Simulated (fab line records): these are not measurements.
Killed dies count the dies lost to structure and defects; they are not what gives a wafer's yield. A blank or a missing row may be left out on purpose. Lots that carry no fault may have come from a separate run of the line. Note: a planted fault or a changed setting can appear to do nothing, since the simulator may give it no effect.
2 desks looking at one fault -- flow n5 finfet -- each desk has only its own numbers; what lay behind them comes last

METROLOGY DESK
Means of the sampled wafers that have a number, per lot and without regard to the tool the lot ran on: this is what the gauges read. Marked OUT: a lot whose mean sits more than 4 standard deviations from the usual mean, which makes it out of limits; the brackets give that distance. Only the readings that lie furthest out on some lot appear, 7 of the 11 it has.
Columns: A = cd nm at N5_BEOL_M1_CD_MEAS_28, usual 24.09 nm; B = DIBL_N at N5_BEOL_M4_RC_MEAS_101, usual 36.0 mV/V; C = DIBL_P at N5_BEOL_M4_RC_MEAS_101, usual 35.6 mV/V; D = IOFF_N at N5_BEOL_M4_RC_MEAS_101, usual 0.15 nA/um; E = ION_N at N5_BEOL_M4_RC_MEAS_101, usual 668 uA/um; F = ION_P at N5_BEOL_M4_RC_MEAS_101, usual 455 uA/um; G = SS_N at N5_BEOL_M4_RC_MEAS_101, usual 71.5 mV/dec
lot,first seen here,A,B,C,D,E,F,G
L924,day 6 06:35,23.98,36.5,35.4,0.15,670,459,70.6
L926,day 6 17:46,23.93,35.8,35.1,0.14,655,446,71.3
L927,day 6 21:23,24.13,36.4,35.9,0.17,675,458,71.5
L928,day 7 00:35,24.34,37.5,36.2,0.18,672,460,71.6
L929,day 7 13:38,24.09,35.6,35.5,0.15,660,449,72.2
L934,day 9 00:49,24.33,33.1,32.6,0.11,661,453,70.8
L935,day 9 03:05,24.07,33.7,32.0,0.12,656,452,70.7
L939,day 10 04:10,24.25,36.3,37.6,0.17,667,454,71.8
L940,day 10 08:37,23.99,34.7,35.3,0.14,665,455,71.1
L945,day 11 04:58,24.48,36.9,36.4,0.17,678,463,72.2
Finding of this desk: none of the 10 lots has anything out of limits.

FOR THE TOOL OWNER'S DESK: litho track-05
The tool's own readings at N5_BEOL_M1_COAT_67 (time 60 s, resist thk 60 nm): means of the sampled wafers that have a number, for each lot that ran on this tool. Marked OUT: a lot whose mean sits more than 4 standard deviations from the usual mean, which makes it out of limits; the brackets give that distance.
Columns: A = heater power total W at N5_BEOL_M1_COAT_67, usual 500.3 W; B = plate temp C at N5_BEOL_M1_COAT_67, usual 250.00 C
lot,first seen here,A,B
L926,day 6 17:22,499.7,249.95
L928,day 7 00:19,497.7,250.09
L929,day 7 13:21,499.9,249.92
L935,day 9 02:47,499.0,250.03
L939,day 10 03:53,487.9 (-6.9) OUT,244.59 (-28) OUT
L940,day 10 08:20,486.6 (-7.6) OUT,244.49 (-29) OUT
L945,day 11 04:34,487.4 (-7.2) OUT,244.34 (-30) OUT
Finding of this desk: L939, L940, L945 out of limits; the first was L939 at day 10 03:53, on heater power total W at N5_BEOL_M1_COAT_67. L926, L928, L929, L935 stayed within limits.

ALL TOGETHER
At day 10 03:53, on L939, L940, L945, the tool owner's desk was in a position to raise an alarm.
From the metrology desk's view, nothing was out of limits.
The metrology desk has L939, L940, L945 on record, within its limits.
All the named lots went through N5_BEOL_M1_COAT_67 on litho track-05.

WHAT THE SIMULATOR PUT IN
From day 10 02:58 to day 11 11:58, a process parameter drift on litho track-05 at N5_BEOL_M1_COAT_67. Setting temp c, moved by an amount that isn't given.
Lots struck among those shown: L939, L940, L945.
Time in hours from fault onset to the first out-of-limits reading at each desk: the tool owner's desk, 1.
